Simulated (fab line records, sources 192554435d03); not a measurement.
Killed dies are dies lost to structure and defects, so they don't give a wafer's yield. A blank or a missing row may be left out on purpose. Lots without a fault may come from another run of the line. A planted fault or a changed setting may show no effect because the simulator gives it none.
Which tool did it? | flow n5_finfet | 9 lots, 25 wafers sampled, at 8 steps of a route of 1938

WHAT THE GAUGES READ, wafer by wafer
N5_SD_EPI_N_INSPECT_26: inspects for defects (darkfield). Usual: raw_defect_count 210, standard deviation 38.
lot  | measured    | on                | raw_defect_count | flag
L177 | day 3 07:04 | defect_inspect-02 | 180 205 145      |
L178 | day 3 10:30 | defect_inspect-01 | 166 181 141      |
L183 | day 4 17:01 | defect_inspect-02 | 211 209 256      |
L187 | day 5 21:05 | defect_inspect-02 | 286 234 216      |
L191 | day 6 16:52 | defect_inspect-02 | 619 643 718      | OFF
L193 | day 7 05:38 | defect_inspect-01 | 625 539 620      | OFF
L196 | day 8 02:16 | defect_inspect-01 | 248 197          |
L197 | day 8 06:28 | defect_inspect-01 | 231 207 218      |
L199 | day 9 00:34 | defect_inspect-01 | 183 173          |

N5_SD_EPI_P_INSPECT_11: inspects for defects (macro). Usual: raw_defect_count 2.0, standard deviation 1.4.
lot  | measured    | on                | raw_defect_count | flag
L177 | day 3 07:32 | defect_inspect-02 | 2 4 2            |
L178 | day 3 10:49 | defect_inspect-02 | 2 4 0            |
L183 | day 4 17:20 | defect_inspect-02 | 4 1 2            |
L187 | day 5 21:32 | defect_inspect-01 | 2 0 2            |
L191 | day 6 17:11 | defect_inspect-02 | >300 >300 >300   | OFF
L193 | day 7 06:05 | defect_inspect-01 | >300 >300 >300   | OFF
L196 | day 8 02:38 | defect_inspect-02 | 2 4              |
L197 | day 8 06:47 | defect_inspect-01 | 3 4 2            |
L199 | day 9 00:53 | defect_inspect-01 | 3 0              |

N5_SD_EPI_P_INSPECT_26: inspects for defects (darkfield). Usual: raw_defect_count 182, standard deviation 38.
lot  | measured    | on                | raw_defect_count | flag
L177 | day 3 11:17 | defect_inspect-01 | 112 168 96       |
L178 | day 3 14:54 | defect_inspect-01 | 165 129 157      |
L183 | day 4 21:08 | defect_inspect-02 | 251 173 273      |
L187 | day 6 01:20 | defect_inspect-02 | 297 179 165      |
L191 | day 6 20:56 | defect_inspect-01 | 569 639 607      | OFF
L193 | day 7 10:25 | defect_inspect-01 | 655 535 575      | OFF
L196 | day 8 06:44 | defect_inspect-01 | 175 161          |
L197 | day 8 10:33 | defect_inspect-01 | 214 186 209      |
L199 | day 9 05:29 | defect_inspect-02 | 144 130          |

N5_SD_ACTIVATION_INSPECT_02: inspects for defects (darkfield). Usual: raw_defect_count 183, standard deviation 40.
lot  | measured    | on                | raw_defect_count | flag
L177 | day 3 12:03 | defect_inspect-01 | 118 148 97       |
L178 | day 3 15:40 | defect_inspect-02 | 181 138 155      |
L183 | day 4 21:54 | defect_inspect-02 | 263 173 264      |
L187 | day 6 02:05 | defect_inspect-02 | 293 172 167      |
L191 | day 6 21:42 | defect_inspect-01 | 571 645 590      | OFF
L193 | day 7 11:11 | defect_inspect-01 | 645 533 578      | OFF
L196 | day 8 07:29 | defect_inspect-02 | 186 165          |
L197 | day 8 11:19 | defect_inspect-02 | 227 197 211      |
L199 | day 9 06:14 | defect_inspect-01 | 140 134          |

WHICH TOOL RAN EACH LOT (tool, then ch and the chambers of the sampled wafers, then the start)
lot  | N5_DUMMY_GATE_STRIP_40            | N5_DUMMY_GATE_STRIP_48            | N5_SPACER0_ALD_08                | N5_SD_EPI_N_STRIP_38
L177 | rie_diel-02 ch 0,2,3, day 3 01:05 | rie_diel-03 ch 0,1,3, day 3 01:44 | ald_sin-03 ch 0,1, day 3 02:29   | plasma_asher-02 ch 0,1, day 3 03:56
L178 | rie_diel-04 ch 0,1, day 3 04:37   | rie_diel-04 ch 0,2,3, day 3 05:15 | ald_sin-03 ch 0,2,3, day 3 05:53 | plasma_asher-02 ch 0,1, day 3 07:19
L183 | rie_diel-03 ch 1,2, day 4 10:59   | rie_diel-03 ch 0,2,3, day 4 11:38 | ald_sin-04 ch 0,1, day 4 12:29   | plasma_asher-02 ch 0,1, day 4 13:51
L187 | rie_diel-04 ch 1,3, day 5 14:11   | rie_diel-02 ch 0,1,3, day 5 14:49 | ald_sin-03 ch 1,2,3, day 5 15:28 | plasma_asher-02 ch 0,1, day 5 17:19
L191 | rie_diel-02 ch 0,2,3, day 6 09:34 | rie_diel-03 ch 0,1,2, day 6 10:12 | ald_sin-01 ch 0,2,3, day 6 10:50 | plasma_asher-02 ch 0,1, day 6 12:56
L193 | rie_diel-03 ch 0,1,2, day 6 23:04 | rie_diel-03 ch 0,1,3, day 6 23:42 | ald_sin-01 ch 0,1,2, day 7 00:20 | plasma_asher-02 ch 0,1, day 7 02:27
L196 | rie_diel-02 ch 2, day 7 19:57     | rie_diel-04 ch 0,1, day 7 20:39   | ald_sin-03 ch 2,3, day 7 21:34   | plasma_asher-01 ch 0,1, day 7 23:01
L197 | rie_diel-04 ch 0,3, day 8 00:43   | rie_diel-03 ch 0,2, day 8 01:22   | ald_sin-01 ch 0,1,2, day 8 01:59 | plasma_asher-01 ch 0, day 8 03:18
L199 | rie_diel-03 ch 0,1, day 8 15:43   | rie_diel-03 ch 2, day 8 16:24     | ald_sin-03 ch 3, day 8 18:51     | plasma_asher-01 ch 0, day 8 20:17
- N5_DUMMY_GATE_STRIP_40: strips in CF4.
- N5_DUMMY_GATE_STRIP_48: strips in N2/H2, time 20 s.
- N5_SPACER0_ALD_08: deposits SiNx, target thk 2 nm.
- N5_SD_EPI_N_STRIP_38: strips in N2/H2.

WHAT THE TOOLS THEMSELVES READ (means of the sampled wafers that have a number; where no wafer has one, the mark that the record gives instead)
N5_DUMMY_GATE_STRIP_40. Usual: cf4_flow_sccm 150.1 sccm, standard deviation 0.46; chamber_pressure_mTorr 50.00 mTorr, standard deviation 0.057; drypump_motor_current_A 5.7 A, standard deviation 0.45; oes_product_au 0.77 a.u., standard deviation 0.072; power_w 300.1 W, standard deviation 0.91; rf_vpp_V 270.7 V, standard deviation 1.7; showerhead_plenum_p_Torr 1.78 Torr, standard deviation 0.064; throttle_valve_pct 13.61 %, standard deviation 0.21.
lot  | tool        | cf4_flow_sccm (sccm) | chamber_pressure_mTorr (mTorr) | drypump_motor_current_A (A) | oes_product_au (a.u.) | power_w (W) | rf_vpp_V (V) | showerhead_plenum_p_Torr (Torr) | throttle_valve_pct (%) | flag
L177 | rie_diel-02 | 150.0                | 49.96                          | 5.4                         | 0.76                  | 300.7       | 269.1        | 1.75                            | 13.54                  |
L178 | rie_diel-04 | 150.3                | 49.99                          | 6.2                         | 0.82                  | 299.9       | 269.9        | 1.78                            | 13.48                  |
L183 | rie_diel-03 | 150.5                | 49.98                          | 5.7                         | 0.82                  | 300.6       | 273.1        | 1.83                            | 13.57                  |
L187 | rie_diel-04 | 150.1                | 50.03                          | 6.2                         | 0.77                  | 299.4       | 270.4        | 1.80                            | 13.57                  |
L191 | rie_diel-02 | 150.1                | 50.01                          | 5.4                         | 0.74                  | 299.2       | 269.6        | 1.75                            | 13.62                  |
L193 | rie_diel-03 | 149.7                | 49.98                          | 5.6                         | 0.75                  | 300.1       | 272.2        | 1.82                            | 13.80                  |
L196 | rie_diel-02 | 150.1                | 49.95                          | 5.8                         | 0.68                  | 299.9       | 270.8        | 1.77                            | 13.61                  |
L197 | rie_diel-04 | 150.0                | 50.06                          | 6.2                         | 0.84                  | 300.8       | 269.4        | 1.71                            | 13.57                  |
L199 | rie_diel-03 | 150.0                | 49.98                          | 5.6                         | 0.83                  | 299.9       | 272.5        | 1.81                            | 13.66                  |

N5_DUMMY_GATE_STRIP_48. Usual: chamber_pressure_mTorr 100.00 mTorr, standard deviation 0.1; drypump_motor_current_A 5.7 A, standard deviation 0.41; h2_flow_sccm 300.0 sccm, standard deviation 0.83; oes_product_au 0.79 a.u., standard deviation 0.083; rf_vpp_V 45.3 V, standard deviation 0.91; showerhead_plenum_p_Torr 3.38 Torr, standard deviation 0.12; throttle_valve_pct 12.26 %, standard deviation 0.23.
lot  | tool        | chamber_pressure_mTorr (mTorr) | drypump_motor_current_A (A) | h2_flow_sccm (sccm) | oes_product_au (a.u.) | rf_vpp_V (V) | showerhead_plenum_p_Torr (Torr) | throttle_valve_pct (%) | flag
L177 | rie_diel-03 | 99.97                          | 5.8                         | 299.2               | 0.77                  | 45.4         | 3.48                            | 12.37                  |
L178 | rie_diel-04 | 99.98                          | 6.0                         | 300.4               | 0.74                  | 45.2         | 3.31                            | 12.34                  |
L183 | rie_diel-03 | 99.93                          | 5.8                         | 299.6               | 0.83                  | 45.4         | 3.45                            | 12.21                  |
L187 | rie_diel-02 | 99.97                          | 5.2                         | 299.3               | 0.84                  | 45.4         | 3.28                            | 12.09                  |
L191 | rie_diel-03 | 100.05                         | 5.7                         | 300.1               | 0.77                  | 45.5         | 3.43                            | 12.42                  |
L193 | rie_diel-03 | 99.99                          | 5.8                         | 299.9               | 0.76                  | 46.0         | 3.46                            | 12.44                  |
L196 | rie_diel-04 | 100.02                         | 6.3                         | 299.7               | 0.80                  | 44.8         | 3.27                            | 12.13                  |
L197 | rie_diel-03 | 100.05                         | 5.5                         | 300.1               | 0.76                  | 44.8         | 3.38                            | 12.45                  |
L199 | rie_diel-03 | 99.96                          | 5.7                         | 299.4               | 0.84                  | 45.2         | 3.43                            | 12.13                  |

N5_SPACER0_ALD_08. Usual: heater_power_w 836 W, standard deviation 74.
lot  | tool       | heater_power_w (W) | flag
L177 | ald_sin-03 | 848                |
L178 | ald_sin-03 | 809                |
L183 | ald_sin-04 | 771                |
L187 | ald_sin-03 | 829                |
L191 | ald_sin-01 | 871                |
L193 | ald_sin-01 | 835                |
L196 | ald_sin-03 | 800                |
L197 | ald_sin-01 | 825                |
L199 | ald_sin-03 | 740                |

N5_SD_EPI_N_STRIP_38. Usual: drypump_motor_current_A 5.8 A, standard deviation 0.3; h2_flow_sccm 3252 sccm, standard deviation 9.7; heater_power_w 356 W, standard deviation 32; oes_product_au 0.763 a.u., standard deviation 0.01.
lot  | tool            | drypump_motor_current_A (A) | h2_flow_sccm (sccm) | heater_power_w (W) | oes_product_au (a.u.) | flag
L177 | plasma_asher-02 | 5.8                         | 3244                | 372                | 0.763                 |
L178 | plasma_asher-02 | 5.8                         | 3256                | 367                | 0.762                 |
L183 | plasma_asher-02 | 5.7                         | 3251                | 366                | 0.762                 |
L187 | plasma_asher-02 | 5.7                         | 3258                | 366                | 0.755                 |
L191 | plasma_asher-02 | 5.8                         | 3250                | 366                | 0.760                 |
L193 | plasma_asher-02 | 5.8                         | 3246                | 371                | 0.760                 |
L196 | plasma_asher-01 | 5.8                         | 3251                | 342                | 0.755                 |
L197 | plasma_asher-01 | 5.4                         | 3257                | 302                | 0.761                 |
L199 | plasma_asher-01 | 5.4                         | 3253                | 300                | 0.767                 |

THE ANSWER, worked out from the rows above alone
Rule: a lot is off if the mean of its wafers that have a number lies more than 3 standard deviations from the usual mean. A lot without any number at a reading at which 4 lots or more have one is off too. The other lots that the step has rows for count as sound. The gauges are gone through in route order, then the tools' own readings, and for those a lot's mean is taken as printed above. The first step at which some lot is off is used, and at that step the reading that is off furthest; a lot without a number counts as furthest.
Off: L191, L193, at N5_SD_EPI_N_INSPECT_26 (raw_defect_count).
A tool fits if, at a process step before that reading, it ran every lot that is off, and no sound lot after the first of them. The gauges at N5_SD_EPI_N_INSPECT_26 are tried like those tools. One fits: plasma_asher-02 at N5_SD_EPI_N_STRIP_38. Its last sound lot is L187 (day 5 17:19), its first lot that is off L191 (day 6 12:56): a fault that began between those two fits.

WHAT THE SIMULATOR HAD PUT IN
Chamber particle source: plasma_asher-02, from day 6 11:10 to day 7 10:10, at N5_SD_EPI_N_STRIP_38. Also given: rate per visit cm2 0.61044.
Lots struck among those shown: L191, L193. The rule above found the same.
